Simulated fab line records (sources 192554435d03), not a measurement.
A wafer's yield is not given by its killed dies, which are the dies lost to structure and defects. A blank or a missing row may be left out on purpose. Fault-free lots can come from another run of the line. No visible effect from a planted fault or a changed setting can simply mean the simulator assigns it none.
The tool behind it: which one? || flow n5_finfet || Sampling: 12 lots, 36 wafers, 2 of 1938 route steps

## WHAT THE GAUGES READ, wafer by wafer
N5_BEOL_M0_SAQP_CD_MEAS_40: the cd target is 30 nm.
{"lot": "L075", "measured": "day 5 22:59", "on": "cd_sem-02", "cd_nm (nm)": "29.77 30.24 29.93"}
{"lot": "L077", "measured": "day 6 10:27", "on": "cd_sem-02", "cd_nm (nm)": "30.22 29.34 30.05"}
{"lot": "L079", "measured": "day 7 04:21", "on": "cd_sem-02", "cd_nm (nm)": "30.17 29.83 29.94"}
{"lot": "L081", "measured": "day 7 13:16", "on": "cd_sem-03", "cd_nm (nm)": "29.91 30.03 29.97"}
{"lot": "L083", "measured": "day 8 01:29", "on": "cd_sem-03", "cd_nm (nm)": "29.93 29.89 30.07"}
{"lot": "L085", "measured": "day 8 19:51", "on": "cd_sem-03", "cd_nm (nm)": "29.62 30.36 29.60"}
{"lot": "L086", "measured": "day 8 23:47", "on": "cd_sem-02", "cd_nm (nm)": "30.25 29.76 30.00"}
{"lot": "L089", "measured": "day 9 13:14", "on": "cd_sem-03", "cd_nm (nm)": "29.97 29.94 30.11"}
{"lot": "L090", "measured": "day 10 00:53", "on": "cd_sem-01", "cd_nm (nm)": "29.91 29.78 29.56"}
{"lot": "L093", "measured": "day 10 11:22", "on": "cd_sem-01", "cd_nm (nm)": "30.06 29.52 29.45"}
{"lot": "L095", "measured": "day 10 18:26", "on": "cd_sem-01", "cd_nm (nm)": "30.03 29.90 29.45"}
{"lot": "L097", "measured": "day 11 08:08", "on": "cd_sem-02", "cd_nm (nm)": "30.53 30.49 29.97"}

## WHICH TOOL RAN EACH LOT (tool, then ch and the chambers of the sampled wafers, then the start)
{"lot": "L075", "N5_BEOL_M0_SAQP_RECESS_109": "vapor_etch-02 ch 0,1, day 5 21:40"}
{"lot": "L077", "N5_BEOL_M0_SAQP_RECESS_109": "vapor_etch-02 ch 0,1, day 6 09:08"}
{"lot": "L079", "N5_BEOL_M0_SAQP_RECESS_109": "vapor_etch-01 ch 0,1, day 7 03:09"}
{"lot": "L081", "N5_BEOL_M0_SAQP_RECESS_109": "vapor_etch-02 ch 0,1, day 7 12:00"}
{"lot": "L083", "N5_BEOL_M0_SAQP_RECESS_109": "vapor_etch-01 ch 0, day 8 00:17"}
{"lot": "L085", "N5_BEOL_M0_SAQP_RECESS_109": "vapor_etch-02 ch 0,1, day 8 18:29"}
{"lot": "L086", "N5_BEOL_M0_SAQP_RECESS_109": "vapor_etch-02 ch 0,1, day 8 21:43"}
{"lot": "L089", "N5_BEOL_M0_SAQP_RECESS_109": "vapor_etch-02 ch 0,1, day 9 11:47"}
{"lot": "L090", "N5_BEOL_M0_SAQP_RECESS_109": "vapor_etch-01 ch 0,1, day 9 23:42"}
{"lot": "L093", "N5_BEOL_M0_SAQP_RECESS_109": "vapor_etch-02 ch 0,1, day 10 10:02"}
{"lot": "L095", "N5_BEOL_M0_SAQP_RECESS_109": "vapor_etch-01 ch 0,1, day 10 17:08"}
{"lot": "L097", "N5_BEOL_M0_SAQP_RECESS_109": "vapor_etch-02 ch 0,1, day 11 06:57"}
- N5_BEOL_M0_SAQP_RECESS_109: chemistry HF/NH3, target SiO2, target depth 3 nm, afs cycles 1, sublimation time 60 s.

## THE ANSWER, worked out from the rows above alone
Rule: the usual values come from the lots themselves. Put in order of their means at a reading, lots are off if they are a third of the lots or fewer, leave a main group of 4 or more, and stand apart from it by a gap of 3 or more times the standard deviation of the main group's means; of several such gaps the widest counts. A main group whose means are all the same, to the digits that the tables above print for the reading, isn't used. Also off: a lot with no number at a reading for which 4 or more lots have one. Any other lot the step has rows for is counted as sound.
Nothing can be told from this: no lot is off at any reading shown.

## WHAT WAS PUT IN BY THE SIMULATOR
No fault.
